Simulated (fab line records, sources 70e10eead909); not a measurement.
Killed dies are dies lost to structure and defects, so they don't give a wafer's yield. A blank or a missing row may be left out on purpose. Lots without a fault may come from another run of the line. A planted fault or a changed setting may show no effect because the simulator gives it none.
Which tool did it? | flow nand_harc | 11 lots, 33 wafers sampled, at 5 steps of a route of 1159

WHAT THE GAUGES READ, wafer by wafer
NHARC_A_CONTACT_CD_MEAS_42: target cd 200 nm. Usual: cd_nm 199.6 nm, standard deviation 0.9.
lot  | measured     | on        | cd_nm (nm)        | flag
L433 | day 16 09:27 | cd_sem-02 | 199.0 198.9 199.9 |
L436 | day 16 12:02 | cd_sem-03 | 200.5 200.9 201.6 |
L437 | day 17 00:31 | cd_sem-03 | 199.4 198.7 199.8 |
L438 | day 17 20:23 | cd_sem-03 | 199.4 199.7 198.7 |
L443 | day 18 02:38 | cd_sem-02 | 201.3 200.9 200.6 |
L441 | day 18 15:06 | cd_sem-02 | 200.0 199.2 199.4 |
L442 | day 18 16:50 | cd_sem-01 | 198.4 199.3 200.0 |
L445 | day 19 05:16 | cd_sem-03 | 198.8 199.1 198.1 |
L444 | day 19 05:04 | cd_sem-02 | 200.7 199.9 198.4 |
L451 | day 20 13:20 | cd_sem-01 | 198.5 198.0 197.5 |
L452 | day 20 19:56 | cd_sem-03 | 199.0 198.3 199.8 |

NHARC_END_SORT_01. Usual: killed_at_array 26, standard deviation 9.7; killed_at_other 1.0, standard deviation 1.2; killed_at_periphery 3.9, standard deviation 2.6; killed_dies 31, standard deviation 9.7; killed_open 3.2, standard deviation 1.8; killed_short 2.0, standard deviation 1.3.
lot  | measured     | on        | killed_at_array | killed_at_other | killed_at_periphery | killed_dies | killed_open | killed_short | flag
L436 | day 19 13:52 | prober-02 | 9 16 12         | 1 1 0           | 7 7 7               | 17 24 19    | 2 5 4       | 1 3 1        |
L438 | day 20 21:47 | prober-01 | 30 41 33        | 3 0 1           | 3 2 6               | 36 43 40    | 4 6 2       | 1 2 2        |
L444 | day 22 04:25 | prober-02 | 12 18 18        | 0 3 2           | 1 4 6               | 13 25 26    | 2 3 3       | 1 3 5        |
L451 | day 23 23:39 | prober-02 | 670 674 671     | 0 0 0           | 7 3 6               | 677 677 677 | 2 1 5       | 2 1 2        | OFF
L452 | day 24 05:40 | prober-01 | 677 676 674     | 0 0 3           | 0 1 0               | 677 677 677 | 1 4 2       | 0 3 1        | OFF

WHICH TOOL RAN EACH LOT (tool, then ch and the chambers of the sampled wafers, then the start)
lot  | NHARC_A_WL_FILL_ETCHBACK_26      | NHARC_A_CONTACT_ETCH_48            | NHARC_A_CONTACT_ETCH_49
L433 | rie_si-03 ch 1,3, day 15 23:45   | rie_diel-13 ch 0,1,2, day 16 09:44 | rie_diel-13 ch 0,2,3, no start
L436 | rie_si-05 ch 1,2,3, day 16 02:04 | rie_diel-13 ch 1,2,3, day 16 12:20 | rie_diel-13 ch 2,3, day 19 13:52 or earlier
L437 | rie_si-05 ch 0,2,3, day 16 13:16 | rie_diel-13 ch 0,2,3, day 17 00:56 | rie_diel-13 ch 0,1, no start
L438 | rie_si-05 ch 2,3, day 17 05:45   | rie_diel-11 ch 1,2,3, day 17 20:40 | rie_diel-11 ch 1,2, day 20 21:47 or earlier
L443 | rie_si-03 ch 0,2,3, day 17 16:56 | rie_diel-13 ch 1,2,3, day 18 02:59 | rie_diel-13 ch 0,1,3, no start
L441 | rie_si-03 ch 1,3, day 17 22:58   | rie_diel-11 ch 1,3, day 18 15:22   | rie_diel-11 ch 1,2, no start
L442 | rie_si-03 ch 1,2, day 18 02:05   | rie_diel-11 ch 1,3, day 18 17:07   | rie_diel-11 ch 0,1, no start
L445 | rie_si-01 ch 1,2,3, day 18 17:00 | rie_diel-13 ch 1,3, day 19 05:35   | rie_diel-13 ch 0,3, no start
L444 | rie_si-03 ch 1,2, day 18 17:00   | rie_diel-11 ch 0,3, day 19 05:20   | rie_diel-11 ch 0,1,3, day 22 04:25 or earlier
L451 | rie_si-03 ch 0,1, day 20 01:16   | rie_diel-11 ch 0,3, day 20 13:35   | rie_diel-11 ch 2,3, day 20 13:43
L452 | rie_si-05 ch 0,1,2, day 20 08:02 | rie_diel-11 ch 1,2,3, day 20 20:12 | rie_diel-11 ch 1,2,3, day 20 20:17
- NHARC_A_WL_FILL_ETCHBACK_26: etches the open film in HBr, target depth 52 nm, time 13.3 s.
- NHARC_A_CONTACT_ETCH_48: etches the open film in CF4, target depth 39 nm, time 65 s.
- NHARC_A_CONTACT_ETCH_49: etches the open film in N2/H2, target depth 260 nm, time 475.3 s.

WHAT THE TOOLS THEMSELVES READ (means of the sampled wafers that have a number; where no wafer has one, the mark that the record gives instead)
NHARC_A_WL_FILL_ETCHBACK_26. Usual: drypump_motor_current_A 5.9 A, standard deviation 0.41; oes_product_au 1.008 a.u., standard deviation 0.012; throttle_valve_pct 23.266 %, standard deviation 0.0085.
lot  | tool      | drypump_motor_current_A (A) | oes_product_au (a.u.) | throttle_valve_pct (%) | flag
L433 | rie_si-03 | 6.0                         | 1.029                 | 23.265                 |
L436 | rie_si-05 | 6.0                         | 1.001                 | 23.271                 |
L437 | rie_si-05 | 5.9                         | 1.002                 | 23.274                 |
L438 | rie_si-05 | 5.9                         | 0.996                 | 23.269                 |
L443 | rie_si-03 | 5.8                         | 1.013                 | 23.274                 |
L441 | rie_si-03 | 6.0                         | 1.034                 | 23.271                 |
L442 | rie_si-03 | 6.5                         | 1.020                 | 23.260                 |
L445 | rie_si-01 | 5.8                         | 1.011                 | 23.258                 |
L444 | rie_si-03 | 6.3                         | 1.002                 | 23.268                 |
L451 | rie_si-03 | 5.9                         | 1.013                 | 23.269                 |
L452 | rie_si-05 | 6.3                         | 0.997                 | 23.268                 |

NHARC_A_CONTACT_ETCH_48. Usual: bias_w 100.0 W, standard deviation 0.31; cf4_flow_sccm 150.0 sccm, standard deviation 0.44; drypump_motor_current_A 5.9 A, standard deviation 0.63; oes_product_au 1.000 a.u., standard deviation 0.017; rf_vpp_V 151.4 V, standard deviation 1.1; showerhead_plenum_p_Torr 1.78 Torr, standard deviation 0.074; throttle_valve_pct 13.284 %, standard deviation 0.0091.
lot  | tool        | bias_w (W) | cf4_flow_sccm (sccm) | drypump_motor_current_A (A) | oes_product_au (a.u.) | rf_vpp_V (V) | showerhead_plenum_p_Torr (Torr) | throttle_valve_pct (%) | flag
L433 | rie_diel-13 | 100.1      | 149.4                | 5.7                         | 1.007                 | 152.3        | 1.79                            | 13.283                 |
L436 | rie_diel-13 | 100.0      | 149.6                | 6.0                         | 1.016                 | 151.3        | 1.77                            | 13.286                 |
L437 | rie_diel-13 | 100.1      | 149.7                | 6.1                         | 1.015                 | 150.9        | 1.78                            | 13.284                 |
L438 | rie_diel-11 | 99.9       | 149.9                | 5.9                         | 0.989                 | 151.2        | 1.74                            | 13.280                 |
L443 | rie_diel-13 | 100.0      | 149.6                | 6.0                         | 1.011                 | 151.8        | 1.77                            | 13.284                 |
L441 | rie_diel-11 | 100.0      | 150.0                | 6.4                         | 1.013                 | 150.4        | 1.75                            | 13.290                 |
L442 | rie_diel-11 | 99.9       | 150.2                | 6.4                         | 1.013                 | 152.1        | 1.75                            | 13.280                 |
L445 | rie_diel-13 | 100.2      | 149.6                | 5.6                         | 1.009                 | 151.7        | 1.82                            | 13.279                 |
L444 | rie_diel-11 | 99.7       | 150.0                | 6.2                         | 1.008                 | 151.3        | 1.77                            | 13.293                 |
L451 | rie_diel-11 | -          | -                    | -                           | -                     | -            | -                               | -                      | OFF
L452 | rie_diel-11 | -          | -                    | -                           | -                     | -            | -                               | -                      | OFF

NHARC_A_CONTACT_ETCH_49. Usual: bias_w 150.0 W, standard deviation 0.46; chamber_pressure_mTorr 30.00 mTorr, standard deviation 0.03; drypump_motor_current_A 5.9 A, standard deviation 0.61; n2_flow_sccm 150.0 sccm, standard deviation 0.47; oes_product_au 1.000 a.u., standard deviation 0.017; rf_vpp_V 430.9 V, standard deviation 2.7; showerhead_plenum_p_Torr 2.05 Torr, standard deviation 0.095; throttle_valve_pct 14.171 %, standard deviation 0.0089.
lot  | tool        | bias_w (W) | chamber_pressure_mTorr (mTorr) | drypump_motor_current_A (A) | n2_flow_sccm (sccm) | oes_product_au (a.u.) | rf_vpp_V (V) | showerhead_plenum_p_Torr (Torr) | throttle_valve_pct (%) | flag
L433 | rie_diel-13 | 150.2      | 30.00                          | 6.1                         | 150.3               | 1.012                 | 431.1        | 2.06                            | 14.171                 |
L436 | rie_diel-13 | 150.0      | 30.01                          | 6.3                         | 149.6               | 1.015                 | 430.4        | 2.04                            | 14.177                 |
L437 | rie_diel-13 | 150.3      | 30.00                          | 5.4                         | 149.9               | 1.005                 | 434.3        | 2.16                            | 14.165                 |
L438 | rie_diel-11 | 150.2      | 30.01                          | 5.4                         | 150.3               | 0.981                 | 429.2        | 2.00                            | 14.165                 |
L443 | rie_diel-13 | 150.4      | 30.03                          | 5.7                         | 149.7               | 1.015                 | 433.6        | 2.13                            | 14.178                 |
L441 | rie_diel-11 | 150.4      | 29.97                          | 6.0                         | 150.1               | 0.988                 | 430.2        | 2.02                            | 14.177                 |
L442 | rie_diel-11 | 149.9      | 30.00                          | 6.4                         | 149.7               | 0.991                 | 432.0        | 2.09                            | 14.172                 |
L445 | rie_diel-13 | 149.9      | 30.00                          | 5.8                         | 150.5               | 1.013                 | 432.9        | 2.15                            | 14.164                 |
L444 | rie_diel-11 | 150.1      | 30.00                          | 6.3                         | 150.2               | 1.002                 | 430.6        | 2.06                            | 14.168                 |
L451 | rie_diel-11 | 150.0      | 30.01                          | 5.3                         | 150.4               | 0.991                 | 428.5        | 1.97                            | 14.170                 |
L452 | rie_diel-11 | 150.2      | 30.01                          | 5.9                         | 149.9               | 0.993                 | 429.9        | 2.00                            | 14.173                 |

THE ANSWER, worked out from the rows above alone
Rule: a lot is off if the mean of its wafers that have a number lies more than 3 standard deviations from the usual mean. A lot without any number at a reading at which 4 lots or more have one is off too. The other lots that the step has rows for count as sound. The gauges are gone through in route order, then the tools' own readings, and for those a lot's mean is taken as printed above. The first step at which some lot is off is used, and at that step the reading that is off furthest; a lot without a number counts as furthest.
Off: L451, L452, at NHARC_END_SORT_01 (killed_at_array). Neither off nor sound, because the step has no rows for them: L433, L437, L443, L441, L442, L445.
A tool fits if, at a process step before that reading, it ran every lot that is off, and no sound lot after the first of them. The gauges at NHARC_END_SORT_01 aren't tried: what is off there is off at NHARC_A_CONTACT_ETCH_48 too, on other tools, and a gauge's error can't cause that. NHARC_A_CONTACT_ETCH_49 gives no start for some lots, so the hours and the order of its lots are those of NHARC_END_SORT_01. One fits: rie_diel-11 at NHARC_A_CONTACT_ETCH_48 and NHARC_A_CONTACT_ETCH_49. At NHARC_A_CONTACT_ETCH_48 its last sound lot is L444 (day 19 05:20), its first lot that is off L451 (day 20 13:35): a fault that began between those two fits.
Blank at NHARC_A_CONTACT_ETCH_48 on the lots that are off, where sound lots have numbers: bias_w, cf4_flow_sccm, drypump_motor_current_A, oes_product_au, rf_vpp_V, showerhead_plenum_p_Torr, throttle_valve_pct.

WHAT THE SIMULATOR HAD PUT IN
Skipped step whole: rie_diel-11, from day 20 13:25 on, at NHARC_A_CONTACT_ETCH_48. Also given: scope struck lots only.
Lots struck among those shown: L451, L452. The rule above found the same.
